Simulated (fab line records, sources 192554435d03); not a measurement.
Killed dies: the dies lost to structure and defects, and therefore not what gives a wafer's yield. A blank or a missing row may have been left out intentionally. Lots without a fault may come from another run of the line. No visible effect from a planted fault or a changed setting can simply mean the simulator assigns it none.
fab line records	flow n5_finfet
[record] lots = 9	wafers = 26	last_day = 18
route steps=1938 shown BEOL_M3@956 BEOL_M4@1111 PASSIVATION@1936
lots that met no fault: from a run of the same line without faults
start_h: start of the lot's first displayed wafer, in hours after the record's first day	wait_h: how many hours have passed since the lot's step before this one	" same as the row above	L1.1+2: several wafers, shown together as one row	- no value present, or no start provided	* or withheld: withheld	< > ~ a bound
route shown NAME@n: NAME is a module with steps in the file, n the number in the route of the first one	usual: mean/standard deviation of fault-free wafers	same: alike in all rows	chamber/n: place in a boat	sites: readings site by site	_std_site: standard deviation of those values	_edge_site: mean of outer sites minus mean of inner sites	radius_mm: how far each site lies from the wafer's centre	mask NAME#n: copy n	behind: the most recent tool/chamber to have shaped the wafer	hold: why the lot was held/for how many hours/how that ended	device: transistor that didn't switch, given as n, p or np	end of line: at the end of the route, the tests of the same wafers	for a step that has no rows: nothing shown but its recipe	killed: dies lost to structure and defects at the first sort, not the wafer's yield	map: dies across one wafer; x = killed, . = not, _ = none there
set.NAME: setting as actually run; set.NAME@STEP: the setting as run at that earlier step	model.NAME: the simulator's own value behind a step, which no gauge read
route steps across a sampled set of lots; one table per step, one row per wafer
services: the hour from which a tool's chamber was out of use, counted from the record's first day as start_h (under 0 if before that day), plus the number of hours and why
[[steps]]
[step N5_BEOL_M3_CD_MEAS_18]
[recipe] pitch_nm = 36	target_cd_nm = 18
[usual] cd_nm = 17.9/0.37
lot.wafer	tool	chamber	start_h	wait_h	cd_nm
L866.2	cd_sem-02	-	158.02	0.1	17.9
L866.4	"	-	"	"	18.2
L866.6	"	-	"	"	18.6
L868.1	cd_sem-02	-	159.88	0.0	17.6
L868.2	"	-	"	"	18.1
L868.3	"	-	"	"	17.8
L869.1	cd_sem-01	-	169.46	0.0	17.7
L869.2	"	-	"	"	18.2
L869.5	"	-	"	"	17.5
L879.1	cd_sem-01	-	233.66	0.0	18.1
L879.5	"	-	"	"	17.9
L879.6	"	-	"	"	17.9
L877.2	cd_sem-02	-	234.87	0.1	17.6
L877.3	"	-	"	"	17.8
L877.6	"	-	"	"	17.9
L884.5	cd_sem-03	-	261.96	0.0	18.2
L884.6	"	-	"	"	18.0
L885.2	cd_sem-01	-	279.34	0.1	17.9
L885.3	"	-	"	"	17.7
L885.4	"	-	"	"	17.6
L887.3	cd_sem-01	-	282.84	0.1	17.7
L887.4	"	-	"	"	17.3
L887.5	"	-	"	"	17.5
L888.2	cd_sem-01	-	293.88	0.1	17.8
L888.4	"	-	"	"	17.6
L888.5	"	-	"	"	17.9
[step N5_BEOL_M3_ETCH_69]
[recipe] chemistry = CF4	target = SiARC	target_depth_a = 156	mask_material = CAR-EUV	time_s = 26	ion_energy_ev = 80	pressure_mtorr = 40	source_w = 545	bias_w = 36	Ar_flow_sccm = 100	cf4_flow_sccm = 100	ends = cleared
[usual] drypump_motor_current_A = 5.6/0.43	etch_rf_on_time_s = 25.9/0.56	oes_product_au = 0.68/0.073	rf_vpp_V = 184.0/1.2	showerhead_plenum_p_Torr = 2.13/0.078	throttle_valve_pct = 15.54/0.25
lot.wafer	tool	chamber	start_h	wait_h	drypump_motor_current_A	etch_rf_on_time_s	oes_product_au	rf_hours_counter_h	rf_vpp_V	showerhead_plenum_p_Torr	throttle_valve_pct
L866.2	rie_diel-04	2	158.67	0.0	5.0	25.2	0.65	169	182.9	2.05	15.58
L866.4	"	0	"	"	6.3	24.8	0.75	40	182.9	2.08	15.64
L866.6	"	2	"	"	5.0	25.1	0.65	-	180.9	2.05	15.58
L868.1	rie_diel-04	2	160.42	0.0	5.0	25.5	0.65	169	183.4	2.05	15.57
L868.2	"	0	"	"	6.3	25.0	0.75	40	183.2	2.08	15.63
L868.3	"	3	"	"	5.4	25.9	0.74	28	184.6	2.28	15.12
L869.1	rie_diel-05	0	170.09	0.0	6.1	26.4	0.79	24	184.0	2.10	15.11
L869.2	"	2	"	"	5.8	26.6	0.64	137	185.0	2.14	15.72
L869.5	"	1	"	"	5.5	26.4	0.63	-	183.3	2.04	15.39
L879.1	rie_diel-05	2	234.15	0.0	5.8	26.2	0.62	154	184.4	2.14	15.77
L879.5	"	1	"	"	5.5	25.7	0.63	-	181.1	2.03	15.43
L879.6	"	2	"	"	5.8	26.1	0.63	-	184.2	2.14	15.77
L877.2	rie_diel-03	1	235.36	0.0	4.9	24.7	0.81	21	183.7	2.19	15.42
L877.3	"	3	"	"	5.8	25.5	0.75	41	186.8	2.19	15.52
L877.6	"	0	"	"	5.8	26.5	0.60	-	185.2	2.21	16.06
L884.5	rie_diel-03	3	262.64	0.0	5.9	25.6	0.73	-	184.2	2.18	15.51
L884.6	"	2	"	"	6.0	27.0	0.58	-	183.5	2.03	15.70
L885.2	rie_diel-04	0	279.96	0.0	6.3	25.3	0.71	75	184.2	2.07	15.72
L885.3	"	1	"	"	5.0	25.3	0.79	9	183.7	2.09	15.27
L885.4	"	2	"	"	5.0	25.5	0.63	204	183.0	2.04	15.65
L887.3	rie_diel-04	2	283.90	0.0	5.0	25.0	0.63	205	182.9	2.03	15.63
L887.4	"	1	"	"	5.0	25.1	0.78	10	183.4	2.09	15.28
L887.5	"	3	"	"	5.4	25.9	0.70	-	185.0	2.27	15.18
L888.2	rie_diel-05	0	294.38	0.0	6.1	26.2	0.74	61	183.2	2.09	15.18
L888.4	"	0	"	"	6.0	26.3	0.74	-	182.2	2.09	15.19
L888.5	"	1	"	"	5.5	26.2	0.62	-	181.8	2.03	15.45
[step N5_BEOL_M3_ETCHBACK_99]
[recipe] chemistry = CHF3	target = SiO2	target_depth_a = 50	time_s = 10.4	source_w = 215	bias_w = 47	Ar_flow_sccm = 200	CHF3_flow_sccm = 12	ion_energy_ev = 100	pressure_mtorr = 30
[usual] CHF3_flow_sccm = 12.00/0.037	bias_w = 47.01/0.14	drypump_motor_current_A = 5.7/0.4	oes_ar_750_au = 0.80/0.085	oes_product_au = 0.80/0.088	rf_vpp_V = 241/4.9	showerhead_plenum_p_Torr = 2.15/0.079	throttle_valve_pct = 17.03/0.24
lot.wafer	tool	chamber	start_h	wait_h	CHF3_flow_sccm	bias_w	drypump_motor_current_A	oes_ar_750_au	oes_product_au	rf_hours_counter_h	rf_vpp_V	showerhead_plenum_p_Torr	throttle_valve_pct
L866.2	rie_diel-04	3	165.52	6.1	12.01	47.10	5.4	0.87	0.87	30	244	2.30	16.61
L866.4	"	2	"	"	12.00	47.34	5.0	0.77	0.75	170	238	2.06	17.05
L866.6	"	0	"	"	12.03	46.92	6.3	0.87	0.87	-	237	2.09	17.12
L868.1	rie_diel-03	0	165.61	5.0	12.05	47.05	5.8	0.73	0.72	168	235	2.23	17.42
L868.2	"	3	"	"	11.98	47.00	5.8	0.91	0.92	17	249	2.21	16.95
L868.3	"	0	"	"	12.04	47.00	5.8	0.73	0.72	-	236	2.23	17.44
L869.1	rie_diel-05	2	176.69	6.5	11.96	47.10	5.8	0.75	0.75	139	242	2.16	17.23
L869.2	"	3	"	"	11.98	47.06	5.4	0.81	0.82	78	234	2.17	17.11
L869.5	"	2	"	"	12.00	47.18	5.8	0.74	0.75	-	243	2.16	17.21
L879.1	rie_diel-04	3	242.71	8.2	-	-	-	-	-	-	-	-	-
L879.5	"	2	"	"	-	-	-	-	-	-	-	-	-
L879.6	"	0	"	"	-	-	-	-	-	-	-	-	-
L877.2	rie_diel-04	0	244.19	8.7	-	-	-	-	-	-	-	-	-
L877.3	"	3	"	"	-	-	-	-	-	-	-	-	-
L877.6	"	0	"	"	-	-	-	-	-	-	-	-	-
L884.5	rie_diel-03	0	273.70	10.9	12.00	46.87	5.8	0.70	0.69	-	236	2.22	17.49
L884.6	"	3	"	"	11.99	47.14	5.9	0.85	0.86	-	247	2.20	17.02
L885.2	rie_diel-04	3	288.62	8.5	11.98	47.07	5.4	0.82	0.82	67	243	2.29	16.67
L885.3	"	1	"	"	11.98	47.05	5.0	0.89	0.91	12	246	2.11	16.80
L885.4	"	0	"	"	12.05	47.17	6.3	0.83	0.82	78	236	2.08	17.20
L887.3	rie_diel-03	1	291.49	7.2	11.97	47.14	4.9	0.89	0.89	40	239	2.19	16.95
L887.4	"	0	"	"	12.01	47.16	5.7	0.70	0.69	-	236	2.21	17.51
L887.5	"	1	"	"	12.01	47.03	4.9	0.88	0.89	-	240	2.19	16.95
L888.2	rie_diel-05	2	295.05	0.4	11.97	47.23	5.8	0.72	0.72	172	241	2.15	17.28
L888.4	"	0	"	"	12.02	46.94	6.1	0.87	0.88	-	240	2.11	16.70
L888.5	"	2	"	"	11.98	47.30	5.8	0.72	0.73	-	240	2.15	17.28
[step N5_BEOL_M3_ETCH_70]
[recipe] chemistry = N2/H2	target = SOC	target_depth_a = 800	overetch_a = 160	mask_material = SiARC	temp_c = 40	time_s = 120	ion_energy_ev = 200	pressure_mtorr = 30	source_w = 840	bias_w = 150	n2_flow_sccm = 200	h2_flow_sccm = 200
[usual] drypump_motor_current_A = 5.7/0.4	h2_flow_sccm = 200.0/0.63	oes_product_au = 0.61/0.062	rf_vpp_V = 523.7/2.6	showerhead_plenum_p_Torr = 2.53/0.091	throttle_valve_pct = 17.78/0.3
lot.wafer	tool	chamber	start_h	wait_h	drypump_motor_current_A	h2_flow_sccm	oes_product_au	rf_hours_counter_h	rf_vpp_V	showerhead_plenum_p_Torr	throttle_valve_pct
L866.2	rie_diel-04	3	165.55	0.0	5.4	200.2	0.67	30	528.4	2.71	17.34
L866.4	"	2	"	"	5.0	200.6	0.57	170	520.2	2.44	17.88
L866.6	"	0	"	"	6.3	199.8	0.66	-	521.0	2.49	18.05
L868.1	rie_diel-03	0	165.67	0.0	5.8	200.2	0.55	168	526.3	2.65	18.23
L868.2	"	3	"	"	5.9	199.1	0.70	17	525.3	2.57	17.39
L868.3	"	0	"	"	5.8	200.2	0.56	-	525.9	2.65	18.22
L869.1	rie_diel-05	2	176.73	0.0	5.8	200.0	0.57	139	524.2	2.54	18.03
L869.2	"	3	"	"	5.5	199.6	0.63	78	525.3	2.55	17.82
L869.5	"	2	"	"	5.8	200.0	0.57	-	525.6	2.54	18.04
L879.1	rie_diel-04	3	242.74	0.0	5.4	199.6	0.64	52	525.7	2.70	17.38
L879.5	"	2	"	"	5.0	200.4	0.57	-	520.4	2.43	17.91
L879.6	"	0	"	"	6.3	200.8	0.63	-	520.5	2.48	18.09
L877.2	rie_diel-04	0	244.23	0.0	6.3	200.7	0.64	64	522.4	2.48	18.09
L877.3	"	3	"	"	5.4	199.3	0.63	52	528.5	2.70	17.38
L877.6	"	0	"	"	6.3	200.1	0.63	-	522.5	2.48	18.10
L884.5	rie_diel-03	0	273.76	0.0	5.8	200.1	0.54	-	525.8	2.64	18.31
L884.6	"	3	"	"	5.8	198.8	0.65	-	525.9	2.55	17.48
L885.2	rie_diel-04	3	288.66	0.0	5.4	200.3	0.62	67	528.4	2.70	17.41
L885.3	"	1	"	"	5.1	201.0	0.68	12	523.0	2.48	17.39
L885.4	"	0	"	"	6.3	199.9	0.62	78	521.8	2.48	18.12
L887.3	rie_diel-03	1	291.53	0.0	4.9	200.8	0.67	40	525.6	2.61	17.96
L887.4	"	0	"	"	5.8	199.6	0.53	-	525.5	2.63	18.29
L887.5	"	1	"	"	4.9	201.1	0.66	-	525.4	2.61	17.94
L888.2	rie_diel-05	2	295.09	0.0	5.8	199.5	0.55	172	522.5	2.53	18.10
L888.4	"	0	"	"	6.1	200.3	0.68	-	520.8	2.49	17.49
L888.5	"	2	"	"	5.8	200.6	0.56	-	524.4	2.53	18.08
[step N5_BEOL_M4_RC_MEAS_101]
[usual] DIBL_N = 36.9/1.7	DIBL_P = 37.3/2.3	IOFF_N = 0.16/0.033	IOFF_P = 0.22/0.04	ION_N = 673/12	ION_P = 463/8	SS_N = 71.6/0.58	SS_P = 73.4/0.74	VT_N = 250/3.2	VT_P = -250/3.4
lot.wafer	tool	chamber	start_h	wait_h	DIBL_N[mV/V]	DIBL_P[mV/V]	IOFF_N[nA/um]	IOFF_P[nA/um]	ION_N[uA/um]	ION_P[uA/um]	SS_N[mV/dec]	SS_P[mV/dec]	VT_N[mV]	VT_P[mV]
L866.2	prober-02	0	181.31	0.2	35.8	38.3	0.15	0.19	669	455	71.9	74.0	251	-256
L866.4	"	0	"	"	36.7	38.5	0.16	0.20	675	463	71.5	73.6	249	-255
L866.6	"	0	"	"	36.7	39.2	0.16	0.21	667	458	71.4	74.5	250	-254
L868.1	prober-02	0	186.13	0.0	37.3	38.3	0.18	0.23	676	460	72.1	73.7	249	-249
L868.2	"	0	"	"	36.1	37.8	0.16	0.22	668	464	71.6	72.9	252	-250
L868.3	"	0	"	"	36.7	38.3	0.18	0.24	684	475	72.0	72.8	247	-249
L869.1	prober-01	0	194.08	0.0	38.5	38.0	0.19	0.23	677	456	72.2	73.7	247	-252
L869.2	"	0	"	"	35.9	34.2	0.13	0.18	656	452	71.5	72.1	252	-255
L869.5	"	0	"	"	35.7	33.9	0.14	0.17	658	446	71.7	72.0	253	-257
L884.5	prober-01	0	291.42	0.6	38.5	37.8	0.17	0.23	697	476	71.4	73.7	248	-249
L884.6	"	0	"	"	38.1	37.8	0.17	0.23	670	462	71.7	72.7	251	-250
L885.2	prober-02	0	304.66	0.2	37.1	37.2	0.18	0.22	677	461	71.6	74.7	246	-251
L885.3	"	0	"	"	34.8	35.2	0.14	0.18	677	458	70.7	72.4	252	-254
L885.4	"	0	"	"	32.6	31.7	0.10	0.15	650	449	69.9	72.3	257	-259
L887.3	prober-02	0	307.75	0.3	38.6	39.3	0.18	0.24	673	459	71.7	73.9	252	-252
L887.4	"	0	"	"	39.3	39.4	0.18	0.23	669	459	72.6	74.4	251	-253
L887.5	"	0	"	"	37.7	38.0	0.14	0.21	661	453	72.0	73.8	255	-255
L888.2	prober-02	0	311.07	0.2	36.1	35.9	0.13	0.19	649	447	71.3	72.5	254	-250
L888.4	"	0	"	"	38.0	37.9	0.15	0.22	676	464	71.4	73.6	252	-249
L888.5	"	0	"	"	37.1	36.7	0.14	0.20	662	456	70.7	73.4	252	-253
[step N5_PASSIVATION_PROBE_49]
[usual] defect_limited_yield = 91.2/1.3	killed_at_M0_to_M3 = 34/10	killed_at_M4_up = 13/4.6	killed_at_contacts = 13/5.5	killed_at_front_end = 41/12	killed_at_other = 2.8/2.4	killed_dies = 104/16	killed_on_rim = 14/4.2	killed_open = 67/12	killed_short = 33/7.2	sort_bin_5_function = 5.1/0.86	sort_bin_6_memory = 3.3/0.62	sort_n_pass = 1076/16	sort_yield_pct = 91.2/1.3
[same] gross_dies = 1180	killed_at_back_side = 0	sort_bin_4_leakage[%] = 0	sort_bin_8_speed[%] = 0
lot.wafer	tool	chamber	start_h	wait_h	defect_limited_yield[%]	killed_at_M0_to_M3	killed_at_M4_up	killed_at_contacts	killed_at_front_end	killed_at_other	killed_dies	killed_on_rim	killed_open	killed_short	sort_bin_5_function[%]	sort_bin_6_memory[%]	sort_n_pass	sort_yield_pct[%]
L879.1	prober-02	-	358.99	0.0	0	1113	11	11	45	0	1180	152	65	38	96.1	3.3	0	0
L879.5	prober-02	-	359.19	0.2	0	1103	18	5	54	0	1180	152	74	32	96.9	2.8	0	0
L879.6	prober-02	-	359.24	0.3	0	1102	14	16	47	1	1180	152	69	31	97.0	2.5	0	0
L877.2	prober-02	-	364.58	0.1	0	1108	9	6	55	2	1180	152	69	41	96.3	3.2	0	0
L877.3	prober-02	-	364.63	0.1	0	1124	4	14	34	4	1180	152	76	47	95.6	3.9	0	0
L877.6	prober-02	-	364.78	0.3	0	1107	8	20	43	2	1180	152	73	36	96.9	2.9	0	0
L884.5	prober-01	-	390.63	0.2	90.4	34	4	11	63	1	113	13	70	34	6.2	2.6	1067	90.4
L884.6	prober-01	-	390.68	0.3	92.3	39	15	8	25	4	91	13	63	25	4.4	3.2	1089	92.3
// killed by level:class
L879.1 BEOL_M3:area_etchback=1076 STI_FIN_REVEAL:geometric_particle:open=9 BEOL_M1:geometric_particle:open=8 BEOL_M0_SAQP:geometric_particle:open=7 FIN_SAQP:geometric_particle:open=6 MOL_CONTACT_COAG:geometric_particle:short=6 BEOL_M2:geometric_particle:open=6 DUMMY_GATE:geometric_particle:open=5
L879.5 BEOL_M3:area_etchback=1074 STI_FIN_REVEAL:geometric_particle:open=13 BEOL_M0_SAQP:geometric_particle:short=10 GATE_CUT:geometric_particle:short=10 BEOL_M0_SAQP:geometric_particle:open=9 GATE_CUT:geometric_particle:open=8 BEOL_M4:geometric_particle:open=7 MOL_CONTACT_COAG:geometric_particle:open=5
L879.6 BEOL_M3:area_etchback=1080 MOL_CONTACT_COAG:geometric_particle:open=12 GATE_CUT:geometric_particle:short=11 BEOL_M4:geometric_particle:open=10 STI_FIN_REVEAL:geometric_particle:open=9 FIN_SAQP:geometric_particle:open=8 BEOL_M3:geometric_particle:open=7 FIN_SAQP:geometric_particle:short=5
L877.2 BEOL_M3:area_etchback=1070 STI_FIN_REVEAL:geometric_particle:open=13 GATE_CUT:geometric_particle:short=10 BEOL_M2:geometric_particle:open=9 FIN_SAQP:geometric_particle:short=8 BEOL_M3:geometric_particle:open=8 BEOL_M0_SAQP:geometric_particle:open=7 GATE_CUT:geometric_particle:open=6
L877.3 BEOL_M3:area_etchback=1056 BEOL_M0_SAQP:geometric_particle:short=16 BEOL_M3:geometric_particle:open=15 MOL_CONTACT_COAG:geometric_particle:open=14 BEOL_M1:geometric_particle:open=13 BEOL_M0_SAQP:geometric_particle:open=12 GATE_CUT:geometric_particle:short=10 BEOL_M1:geometric_particle:short=6
L877.6 BEOL_M3:area_etchback=1071 MOL_CONTACT_COAG:geometric_particle:open=19 BEOL_M3:geometric_particle:open=12 BEOL_M0_SAQP:geometric_particle:short=9 STI_FIN_REVEAL:geometric_particle:open=7 GATE_CUT:geometric_particle:open=7 GATE_CUT:geometric_particle:short=7 BEOL_M0_SAQP:geometric_particle:open=6
L884.5 STI_FIN_REVEAL:geometric_particle:open=14 FIN_SAQP:geometric_particle:open=12 FIN_SAQP:geometric_particle:short=9 BEOL_M0_SAQP:geometric_particle:open=9 BEOL_M1:geometric_particle:open=7 DUMMY_GATE:geometric_particle:open=7 MOL_CONTACT_COAG:geometric_particle:short=6 BEOL_M2:geometric_particle:open=6
L884.6 BEOL_M0_SAQP:geometric_particle:open=10 STI_FIN_REVEAL:geometric_particle:open=7 MOL_CONTACT_COAG:geometric_particle:open=7 BEOL_M0_SAQP:geometric_particle:short=7 BEOL_M0:geometric_particle:open=7 GATE_CUT:geometric_particle:short=6 BEOL_M4:geometric_particle:open=5 BEOL_M2:geometric_particle:open=5
[[services]]
tool	chamber	start_h	hours	kind
rie_diel-03	1	142.65	-	clean
rie_diel-03	1	142.65	-	consumable_replace:focus_ring
rie_diel-03	1	142.65	26.3	scheduled_down
rie_diel-03	1	142.65	26.3	vent_cycle
rie_diel-03	2	161.67	4.7	repair
rie_diel-04	-	199.56	1.0	repair
rie_diel-04	1	231.91	-	clean
rie_diel-04	1	231.91	-	consumable_replace:focus_ring
rie_diel-04	1	231.91	14.9	scheduled_down
rie_diel-04	1	231.91	14.9	vent_cycle
rie_diel-05	-	243.98	0.4	repair
rie_diel-05	1	248.26	8.4	repair
rie_diel-05	-	265.91	4.3	pm
rie_diel-05	-	283.06	1.3	repair
rie_diel-03	2	284.87	-	clean
rie_diel-03	2	284.87	-	consumable_replace:focus_ring
rie_diel-03	2	284.87	-	consumable_replace:showerhead
rie_diel-03	2	284.87	22.5	scheduled_down
rie_diel-03	2	284.87	22.5	vent_cycle
[[key]]
[first_sign] step = N5_BEOL_M3_ETCHBACK_99	reading = tool_record	direction = missing
[effect] step = N5_PASSIVATION_PROBE_49	reading = sort_bin_5_function	direction = up	sigmas = 99+	usual = 5.1	struck = 96.5
[more_kills_born_at] N5_BEOL_M3_ETCHBACK_99@rie_diel-04 = 6427
met_at N5_BEOL_M3_ETCHBACK_99
struck_lots L877,L879
later_rows_left_out L877.2,L877.3,L877.6,L879.1,L879.5,L879.6
not_acting_at N5_BEOL_M3_CD_MEAS_18,N5_BEOL_M3_ETCH_69,N5_BEOL_M3_ETCH_70
onset_between 165.52 242.71
[fault] kind = skipped_step_whole	tool = rie_diel-04	chamber = -	onset_h = 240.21	steps = N5_BEOL_M3_ETCHBACK_99	scope = struck_lots_only
// later_rows_left_out: the simulator's readings of these wafers behind a module that went badly wrong aren't trusted and aren't shown, but for the sort
